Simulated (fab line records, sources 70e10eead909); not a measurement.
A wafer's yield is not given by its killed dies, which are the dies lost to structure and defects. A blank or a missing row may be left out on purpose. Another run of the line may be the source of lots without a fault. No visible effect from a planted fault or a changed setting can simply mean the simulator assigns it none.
fab line records + flow nand_harc
[record]
- lots = 14
- wafers = 42
- last_day = 33
route steps=1302 shown P_BONDPAD@374 A_START@389 A_ZERO_WELL@411
lots that met no fault: taken from a fault-free run of the same line
start_h: hours from the record's opening day to when the first of the lot's shown wafers began + wait_h: how many hours have passed since the lot's step before this one + " repeats the value in the row above + L1.1+2: a row that stands for several wafers + - either no value or no given start + * or withheld: withheld + < > ~ a bound
route shown NAME@n: NAME is a module with steps in the file, n the number in the route of the first one + usual: mean/standard deviation of fault-free wafers + same: alike in all rows + chamber/n: place in a boat + sites: the reading at each site + _std_site: how widely they spread, as a standard deviation + _edge_site: mean of outer sites minus mean of inner sites + radius_mm: how far each site lies from the wafer's centre + mask NAME#n: copy n + behind: the last tool/chamber to shape the wafer + hold: reason for holding the lot/hours on hold/outcome of the hold + device: the n, p or np transistor that did not switch + end of line: the same wafers' tests at the end of the route + for a step that has no rows: nothing shown but its recipe + killed: count of dies lost to structure and defects at first sort (not the wafer's yield) + map: a wafer's dies, marking killed ones x, the rest . and places with no die _
set.NAME: the setting the step ran with; set.NAME@STEP: the setting that earlier step ran with + model.NAME: the simulator's own value behind a step, which no gauge read
steps of the route over a sample of lots; a table a step, a row a wafer
services: when a tool's chamber went out of use (start_h, in hours from the record's first day, below 0 if earlier), for how many hours, and the reason
[[steps]]
[step NHARC_P_BONDPAD_DEGAS_25]
[recipe]
- temp_c = 300
- time_s = 60
[usual]
- heater_power_w = 475/39
| lot.wafer | tool           | chamber | start_h | wait_h | heater_power_w |
|-----------|----------------|---------|---------|--------|----------------|
| L308.1    | pvd_sputter-01 | -       | 140.77  | -      | 437            |
| L308.3    | "              | -       | "       | "      | 468            |
| L308.6    | "              | -       | "       | "      | 531            |
| L310.4    | pvd_sputter-01 | -       | 154.48  | -      | 478            |
| L310.5    | "              | -       | "       | "      | 466            |
| L310.6    | "              | -       | "       | "      | 528            |
| L311.1    | pvd_sputter-03 | -       | 169.69  | -      | 410            |
| L311.6    | "              | -       | "       | "      | 414            |
| L311.5    | "              | -       | "       | "      | 463            |
| L314.4    | pvd_sputter-01 | -       | 199.16  | -      | 525            |
| L314.6    | "              | -       | "       | "      | 480            |
| L314.5    | "              | -       | "       | "      | 480            |
| L321.1    | pvd_sputter-01 | -       | 261.14  | -      | 451            |
| L321.5    | "              | -       | "       | "      | 506            |
| L321.6    | "              | -       | "       | "      | 462            |
| L320.1    | pvd_sputter-02 | -       | 262.22  | -      | 517            |
| L320.3    | "              | -       | "       | "      | 429            |
| L320.5    | "              | -       | "       | "      | 507            |
| L323.2    | pvd_sputter-02 | -       | 277.66  | -      | 433            |
| L323.4    | "              | -       | "       | "      | 515            |
| L323.5    | "              | -       | "       | "      | 513            |
| L322.4    | pvd_sputter-02 | -       | 278.94  | -      | 518            |
| L322.1    | "              | -       | "       | "      | 435            |
| L322.3    | "              | -       | "       | "      | 512            |
| L325.1    | pvd_sputter-01 | -       | 301.23  | -      | 459            |
| L325.4    | "              | -       | "       | "      | 516            |
| L325.5    | "              | -       | "       | "      | 524            |
| L327.2    | pvd_sputter-03 | -       | 322.75  | -      | 423            |
| L327.4    | "              | -       | "       | "      | 454            |
| L327.6    | "              | -       | "       | "      | 414            |
| L328.3    | pvd_sputter-01 | -       | 334.58  | -      | 461            |
| L328.2    | "              | -       | "       | "      | 448            |
| L328.5    | "              | -       | "       | "      | 454            |
| L329.3    | pvd_sputter-02 | -       | 351.28  | -      | 454            |
| L329.4    | "              | -       | "       | "      | 548            |
| L329.5    | "              | -       | "       | "      | 527            |
| L331.2    | pvd_sputter-02 | -       | 361.58  | -      | 532            |
| L331.3    | "              | -       | "       | "      | 544            |
| L331.5    | "              | -       | "       | "      | 535            |
| L330.2    | pvd_sputter-01 | -       | 361.96  | -      | 524            |
| L330.3    | "              | -       | "       | "      | 467            |
| L330.5    | "              | -       | "       | "      | 528            |
[step NHARC_A_START_INSPECT_01]
[usual]
- raw_defect_count = 3.4/1.9
| lot.wafer | tool              | chamber | start_h | wait_h | raw_defect_count |
|-----------|-------------------|---------|---------|--------|------------------|
| L308.1    | defect_inspect-01 | -       | 142.97  | -      | 3                |
| L308.3    | "                 | -       | "       | "      | 4                |
| L308.6    | "                 | -       | "       | "      | 3                |
| L310.4    | defect_inspect-01 | -       | 156.61  | -      | 1                |
| L310.5    | "                 | -       | "       | "      | 8                |
| L310.6    | "                 | -       | "       | "      | 4                |
| L311.1    | defect_inspect-02 | -       | 171.76  | -      | 5                |
| L311.5    | "                 | -       | "       | "      | 1                |
| L311.6    | "                 | -       | "       | "      | 3                |
| L314.4    | defect_inspect-01 | -       | 201.25  | -      | 2                |
| L314.5    | "                 | -       | "       | "      | 0                |
| L314.6    | "                 | -       | "       | "      | 3                |
| L321.1    | defect_inspect-02 | -       | 263.23  | -      | 2                |
| L321.5    | "                 | -       | "       | "      | 3                |
| L321.6    | "                 | -       | "       | "      | 5                |
| L320.1    | defect_inspect-01 | -       | 264.47  | -      | 2                |
| L320.3    | "                 | -       | "       | "      | 2                |
| L320.5    | "                 | -       | "       | "      | 5                |
| L323.2    | defect_inspect-01 | -       | 279.76  | -      | 5                |
| L323.4    | "                 | -       | "       | "      | 2                |
| L323.5    | "                 | -       | "       | "      | 6                |
| L322.1    | defect_inspect-01 | -       | 281.04  | -      | 3                |
| L322.3    | "                 | -       | "       | "      | 5                |
| L322.4    | "                 | -       | "       | "      | 8                |
| L325.1    | defect_inspect-01 | -       | 303.32  | -      | 6                |
| L325.4    | "                 | -       | "       | "      | 3                |
| L325.5    | "                 | -       | "       | "      | 3                |
| L327.2    | defect_inspect-02 | -       | 324.85  | -      | 5                |
| L327.4    | "                 | -       | "       | "      | 3                |
| L327.6    | "                 | -       | "       | "      | 3                |
| L328.2    | defect_inspect-02 | -       | 336.69  | -      | 3                |
| L328.3    | "                 | -       | "       | "      | 4                |
| L328.5    | "                 | -       | "       | "      | 2                |
| L329.3    | defect_inspect-02 | -       | 353.38  | -      | 3                |
| L329.4    | "                 | -       | "       | "      | 2                |
| L329.5    | "                 | -       | "       | "      | 1                |
| L331.2    | defect_inspect-01 | -       | 363.65  | -      | 1                |
| L331.3    | "                 | -       | "       | "      | 6                |
| L331.5    | "                 | -       | "       | "      | 3                |
| L330.2    | defect_inspect-02 | -       | 364.06  | -      | 4                |
| L330.3    | "                 | -       | "       | "      | 2                |
| L330.5    | "                 | -       | "       | "      | 2                |
[step NHARC_A_ZERO_WELL_RTA_16]
[recipe]
- temp_c = 1000
- time_s = 10
[usual]
- anneal_temp_c_max = 1006.3/2.5
- lamp_power_pct = 30.3/0.62
- lamp_zone_1_pct = 30.3/0.61
- wafer_temp_C_max = 1005.4/1.5
| lot.wafer | tool          | chamber | start_h | wait_h | anneal_temp_c_max | lamp_power_pct | lamp_zone_1_pct | wafer_temp_C_max |
|-----------|---------------|---------|---------|--------|-------------------|----------------|-----------------|------------------|
| L308.1    | rtp_anneal-02 | 0       | 145.11  | -      | 1003.7            | 30.9           | 31.0            | 1005.9           |
| L308.3    | "             | 0       | "       | "      | 1003.9            | 30.9           | 30.9            | 1005.9           |
| L308.6    | "             | 0       | "       | "      | 1004.6            | 31.0           | 30.9            | 1007.3           |
| L310.4    | rtp_anneal-02 | -       | 158.93  | -      | -                 | -              | -               | -                |
| L310.5    | "             | -       | "       | "      | -                 | -              | -               | -                |
| L310.6    | "             | -       | "       | "      | -                 | -              | -               | -                |
| L311.1    | rtp_anneal-02 | -       | 173.87  | -      | -                 | -              | -               | -                |
| L311.5    | "             | -       | "       | "      | -                 | -              | -               | -                |
| L311.6    | "             | -       | "       | "      | -                 | -              | -               | -                |
| L314.4    | rtp_anneal-01 | 0       | 203.30  | -      | 1006.2            | 29.6           | 29.6            | 1005.6           |
| L314.5    | "             | 0       | "       | "      | 1006.9            | 29.6           | 29.7            | 1003.3           |
| L314.6    | "             | 0       | "       | "      | 1010.3            | 29.7           | 29.6            | 1005.1           |
| L321.1    | rtp_anneal-01 | 0       | 265.20  | -      | 1008.1            | 29.7           | 29.7            | 1005.1           |
| L321.5    | "             | 0       | "       | "      | 1010.2            | 29.7           | 29.7            | 1003.4           |
| L321.6    | "             | 0       | "       | "      | 1007.1            | 29.7           | 29.7            | 1004.3           |
| L320.1    | rtp_anneal-02 | 0       | 266.45  | -      | 1003.2            | 30.9           | 30.9            | 1005.7           |
| L320.3    | "             | 0       | "       | "      | 1003.4            | 30.9           | 30.9            | 1005.8           |
| L320.5    | "             | 0       | "       | "      | 1003.1            | 30.9           | 30.9            | 1006.8           |
| L323.2    | rtp_anneal-01 | 0       | 281.80  | -      | 1007.6            | 29.7           | 29.6            | 1003.5           |
| L323.4    | "             | 0       | "       | "      | 1009.8            | 29.7           | 29.7            | 1004.2           |
| L323.5    | "             | 0       | "       | "      | 1006.6            | 29.7           | 29.7            | 1005.2           |
| L322.1    | rtp_anneal-02 | 0       | 283.03  | -      | 1004.2            | 31.0           | 30.9            | 1005.2           |
| L322.3    | "             | 0       | "       | "      | 1004.4            | 31.0           | 30.9            | 1006.6           |
| L322.4    | "             | 0       | "       | "      | 1004.2            | 30.9           | 31.0            | 1006.6           |
| L325.1    | rtp_anneal-02 | 0       | 305.48  | -      | 1003.6            | 30.9           | 30.9            | 1006.1           |
| L325.4    | "             | 0       | "       | "      | 1002.6            | 30.9           | 30.9            | 1005.8           |
| L325.5    | "             | 0       | "       | "      | 1003.4            | 31.0           | 30.9            | 1006.4           |
| L327.2    | rtp_anneal-01 | 0       | 327.08  | -      | 1008.9            | 29.7           | 29.7            | 1005.1           |
| L327.4    | "             | 0       | "       | "      | 1009.1            | 29.7           | 29.7            | 1004.0           |
| L327.6    | "             | 0       | "       | "      | 1005.9            | 29.7           | 29.7            | 1003.7           |
| L328.2    | rtp_anneal-02 | 0       | 338.83  | -      | 1003.3            | 31.0           | 31.0            | 1005.8           |
| L328.3    | "             | 0       | "       | "      | 1002.9            | 30.9           | 30.9            | 1004.7           |
| L328.5    | "             | 0       | "       | "      | 1005.0            | 30.9           | 30.9            | 1008.1           |
| L329.3    | rtp_anneal-01 | 0       | 355.55  | -      | 1011.0            | 29.7           | 29.7            | 1004.2           |
| L329.4    | "             | 0       | "       | "      | 1006.0            | 29.7           | 29.7            | 1006.3           |
| L329.5    | "             | 0       | "       | "      | 1008.4            | 29.7           | 29.7            | 1005.7           |
| L331.2    | rtp_anneal-01 | 0       | 365.82  | -      | 1007.8            | 29.6           | 29.7            | 1003.0           |
| L331.3    | "             | 0       | "       | "      | 1007.9            | 29.7           | 29.7            | 1003.6           |
| L331.5    | "             | 0       | "       | "      | 1008.8            | 29.7           | 29.7            | 1005.6           |
| L330.2    | rtp_anneal-02 | 0       | 366.18  | -      | 1003.5            | 30.8           | 30.9            | 1007.4           |
| L330.3    | "             | 0       | "       | "      | 1003.5            | 30.9           | 30.9            | 1007.4           |
| L330.5    | "             | 0       | "       | "      | 1004.3            | 30.9           | 30.9            | 1007.5           |
[step NHARC_A_ZERO_WELL_INSPECT_17]
[usual]
- raw_defect_count = 10/5
| lot.wafer | tool              | chamber | start_h | wait_h | raw_defect_count |
|-----------|-------------------|---------|---------|--------|------------------|
| L308.1    | defect_inspect-01 | -       | 145.31  | 0.2    | 18               |
| L308.3    | "                 | -       | "       | "      | 5                |
| L308.6    | "                 | -       | "       | "      | 5                |
| L310.4    | defect_inspect-02 | -       | 159.07  | 0.1    | 10               |
| L310.5    | "                 | -       | "       | "      | 10               |
| L310.6    | "                 | -       | "       | "      | 14               |
| L311.1    | defect_inspect-02 | -       | 174.07  | 0.2    | 6                |
| L311.5    | "                 | -       | "       | "      | 9                |
| L311.6    | "                 | -       | "       | "      | 20               |
| L314.4    | defect_inspect-01 | -       | 203.42  | 0.1    | 11               |
| L314.5    | "                 | -       | "       | "      | 9                |
| L314.6    | "                 | -       | "       | "      | 14               |
| L321.1    | defect_inspect-01 | -       | 265.40  | 0.2    | 14               |
| L321.5    | "                 | -       | "       | "      | 5                |
| L321.6    | "                 | -       | "       | "      | 10               |
| L320.1    | defect_inspect-01 | -       | 266.64  | 0.2    | 16               |
| L320.3    | "                 | -       | "       | "      | 8                |
| L320.5    | "                 | -       | "       | "      | 1                |
| L323.2    | defect_inspect-01 | -       | 281.99  | 0.2    | 9                |
| L323.4    | "                 | -       | "       | "      | 15               |
| L323.5    | "                 | -       | "       | "      | 10               |
| L322.1    | defect_inspect-02 | -       | 283.23  | 0.2    | 11               |
| L322.3    | "                 | -       | "       | "      | 4                |
| L322.4    | "                 | -       | "       | "      | 5                |
| L325.1    | defect_inspect-01 | -       | 305.68  | 0.2    | 5                |
| L325.4    | "                 | -       | "       | "      | 8                |
| L325.5    | "                 | -       | "       | "      | 2                |
| L327.2    | defect_inspect-01 | -       | 327.25  | 0.1    | 17               |
| L327.4    | "                 | -       | "       | "      | 8                |
| L327.6    | "                 | -       | "       | "      | 8                |
| L328.2    | defect_inspect-02 | -       | 339.00  | 0.1    | 8                |
| L328.3    | "                 | -       | "       | "      | 15               |
| L328.5    | "                 | -       | "       | "      | 11               |
| L329.3    | defect_inspect-01 | -       | 355.70  | 0.1    | 5                |
| L329.4    | "                 | -       | "       | "      | 11               |
| L329.5    | "                 | -       | "       | "      | 9                |
| L331.2    | defect_inspect-02 | -       | 365.99  | 0.1    | 11               |
| L331.3    | "                 | -       | "       | "      | 19               |
| L331.5    | "                 | -       | "       | "      | 6                |
| L330.2    | defect_inspect-02 | -       | 366.35  | 0.1    | 7                |
| L330.3    | "                 | -       | "       | "      | 11               |
| L330.5    | "                 | -       | "       | "      | 13               |
[[services]]
| tool           | chamber | start_h | hours | kind   |
|----------------|---------|---------|-------|--------|
| pvd_sputter-02 | -       | 130.63  | 14.1  | repair |
| pvd_sputter-03 | -       | 170.00  | 10.0  | pm     |
| pvd_sputter-03 | -       | 201.48  | 1.6   | repair |
| pvd_sputter-01 | -       | 226.00  | 10.0  | pm     |
| pvd_sputter-03 | -       | 257.14  | 2.1   | repair |
| pvd_sputter-03 | -       | 261.61  | 3.9   | repair |
| pvd_sputter-02 | -       | 282.00  | 10.0  | pm     |
| pvd_sputter-03 | -       | 348.00  | 10.0  | pm     |
[[key]]
[first_sign]
- step = NHARC_A_ZERO_WELL_RTA_16
- reading = tool_record
- direction = missing
effect none on later readings
met_at NHARC_A_ZERO_WELL_RTA_16
struck_lots L310,L311
later_rows_left_out L310.4,L310.5,L310.6,L311.1,L311.5,L311.6
sort_left_out L310.4,L310.5,L310.6,L311.1,L311.5,L311.6
tester_left_out L310,L311
not_acting_at NHARC_P_BONDPAD_DEGAS_25,NHARC_A_START_INSPECT_01,NHARC_A_ZERO_WELL_INSPECT_17
onset_between 145.11 158.93
[fault]
- kind = skipped_step_whole
- tool = rtp_anneal-02
- chamber = -
- onset_h = 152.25
- steps = NHARC_A_ZERO_WELL_RTA_16
- scope = struck_lots_only
// tester_left_out: of these lots the tester's yield and bins aren't shown, on N5 and GAA mostly nor the transistor test; their killed dies are dies lost to structure and defects alone, not to doping, threshold or leakage, so they don't give the yield
// sort_left_out: the simulated sort isn't trusted on such a fault, so these wafers' sort isn't shown, and their yield isn't known
// later_rows_left_out: the simulator's readings of these wafers behind a module that went badly wrong aren't trusted and aren't shown, but for the sort
